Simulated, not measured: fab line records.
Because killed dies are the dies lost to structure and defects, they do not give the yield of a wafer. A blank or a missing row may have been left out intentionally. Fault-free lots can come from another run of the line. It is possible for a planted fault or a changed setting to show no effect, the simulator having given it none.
Matching of chambers :: flow nand harc :: NHARC_P_CONTACT_STRIP_28 on rie diel-03 has 4 sister chambers
The step strips in O2. 8 wafers are shown with their chamber, then 7 later ones without.

WAFERS PAIRED WITH THEIR CHAMBERS
wafer: L088.5
chamber: 2
showerhead plenum p Torr (Torr): 3.63
drypump motor current A (A): 5.6

wafer: L085.1
chamber: 2
showerhead plenum p Torr (Torr): 3.62
drypump motor current A (A): 5.6

wafer: L085.3
chamber: 1
showerhead plenum p Torr (Torr): 3.50
drypump motor current A (A): 5.0

wafer: L089.5
chamber: 0
showerhead plenum p Torr (Torr): 3.66
drypump motor current A (A): 5.8

wafer: L091.1
chamber: 1
showerhead plenum p Torr (Torr): 3.50
drypump motor current A (A): 5.0

wafer: L091.3
chamber: 3
showerhead plenum p Torr (Torr): 3.49
drypump motor current A (A): 5.6

wafer: L091.6
chamber: 0
showerhead plenum p Torr (Torr): 3.66
drypump motor current A (A): 5.9

wafer: L093.1
chamber: 3
showerhead plenum p Torr (Torr): 3.49
drypump motor current A (A): 5.6

WAFERS WHOSE CHAMBER IS MISSING
wafer: L093.2
showerhead plenum p Torr (Torr): 3.66
drypump motor current A (A): 5.9

wafer: L093.5
showerhead plenum p Torr (Torr): 3.66
drypump motor current A (A): 5.9

wafer: L093.3
showerhead plenum p Torr (Torr): 3.62
drypump motor current A (A): 5.6

wafer: L093.4
showerhead plenum p Torr (Torr): 3.50
drypump motor current A (A): 5.0

wafer: L093.6
showerhead plenum p Torr (Torr): 3.49
drypump motor current A (A): 5.6

wafer: L092.1
showerhead plenum p Torr (Torr): 3.50
drypump motor current A (A): 5.0

wafer: L092.6
showerhead plenum p Torr (Torr): 3.49
drypump motor current A (A): 5.6

THE CHAMBER EACH PASSED THROUGH
wafer: L093.2
from the rows above: 0
in truth: 0

wafer: L093.5
from the rows above: 0
in truth: 0

wafer: L093.3
from the rows above: 2
in truth: 2

wafer: L093.4
from the rows above: 1
in truth: 1

wafer: L093.6
from the rows above: 3
in truth: 3

wafer: L092.1
from the rows above: 1
in truth: 1

wafer: L092.6
from the rows above: 3
in truth: 3
7 of 7 placed correctly. Number that these rows cannot place: 0. Placed wrongly: 0.
How it was worked out, from the rows above alone: a wafer's distance from a chamber is the root of the sum, over the readings, of the square of ((its reading less the chamber's mean) divided by the reading's scatter). If the next closest chamber is less than 2 further off than the closest, the wafer can't be placed; otherwise it belongs to the closest. Each chamber's mean is taken over the wafers shown for it. The scatter: the root of (the sum of the squares of (reading less its chamber's mean) over the shown wafers, divided by (wafers less chambers)).
